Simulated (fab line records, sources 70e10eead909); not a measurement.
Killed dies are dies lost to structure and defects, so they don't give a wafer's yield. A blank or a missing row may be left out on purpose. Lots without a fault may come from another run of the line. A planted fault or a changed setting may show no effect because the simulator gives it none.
A struck lot beside a sound one | flow nand_harc | 13 steps out of a route of 1159
Sound: wafers L114.1, L114.5, L114.6. Struck: wafers L117.1, L117.3, L117.4. The cause comes at the end.
At each step with rows: each side's tool, then ch and its chambers, then its first start. Under that, the readings that differ: sound wafers | struck wafers | difference of the means | sigmas: that difference in standard deviations of wafers without a fault.
alike: readings whose means differ by less than 2 such deviations, and words and numbers that are the same on both sides. not compared: withheld readings, readings that some wafer has no value for, bounds like >300 that may hide the same value, and numbers for which the record gives no deviation and whose values overlap.
The two part at a step that has a row with sigmas, a row that says differs or no value, or rows on one side only. Numbers that don't overlap but have no deviation are shown without sigmas and don't part them. A reading that every wafer of one side lacks parts them only if that side has two wafers or more.

first, 1 step without rows for these wafers: NHARC_A_ONON_D1_DEP_19 (target thk 1000 nm).
NHARC_A_ONON_D1_THK_MEAS_21: measures by ellipsometry.
  sound on film_metro-01, day 7 22:18; struck on film_metro-01, day 9 05:05
  alike: thk_nm
then, 1 step without rows for these wafers: NHARC_A_ONON_D1_DEP_22 (target thk 1000 nm).
NHARC_A_ONON_D1_THK_MEAS_24: measures by ellipsometry.
  sound on film_metro-01, day 7 22:52; struck on film_metro-01, day 9 05:40
  alike: thk_nm
then, 1 step without rows for these wafers: NHARC_A_ONON_D1_DEP_25 (target thk 1000 nm).
NHARC_A_ONON_D1_THK_MEAS_27: measures by ellipsometry.
  sound on film_metro-02, day 7 23:26; struck on film_metro-02, day 9 06:13
  alike: thk_nm
then, 1 step without rows for these wafers: NHARC_A_ONON_D1_DEP_28 (target thk 1000 nm).
NHARC_A_ONON_D1_THK_MEAS_30: measures by ellipsometry.
  sound on film_metro-01, day 7 23:59; struck on film_metro-01, day 9 06:47
  alike: thk_nm
NHARC_A_ONON_D1_DEP_33: deposits SiO2, target thk 200 nm.
  sound on pecvd-03 ch 0,2, day 8 00:03; struck on pecvd-03 ch 0,1, day 9 06:51
  alike: heater_power_w, throttle_valve_pct
NHARC_A_ONON_D1_THK_MEAS_34: measures by ellipsometry.
  sound on film_metro-01, day 8 00:28; struck on film_metro-01, day 9 07:16
  alike: thk_nm
NHARC_A_ONON_D1_INSPECT_32:
  sound on defect_inspect-02, day 8 00:33; struck on defect_inspect-02, day 9 07:19
  alike: raw_defect_count
NHARC_A_CHANNEL_HOLE_D1_DEP_00: deposits aC, target thk 3100 nm.
  sound on acl_dep-01 ch 0, day 8 00:37; struck on acl_dep-03 ch 0, day 9 10:20
  alike: throttle_valve_pct
NHARC_A_CHANNEL_HOLE_D1_DEP_01: deposits SiON, target thk 140 nm.
  sound on pecvd-02 ch 0,1,2, day 8 02:32; struck on pecvd-01 ch 0,1, day 9 12:15
  alike: heater_power_w

WHERE THEY PART
Nowhere in this record.

WHY: what the simulator had put in
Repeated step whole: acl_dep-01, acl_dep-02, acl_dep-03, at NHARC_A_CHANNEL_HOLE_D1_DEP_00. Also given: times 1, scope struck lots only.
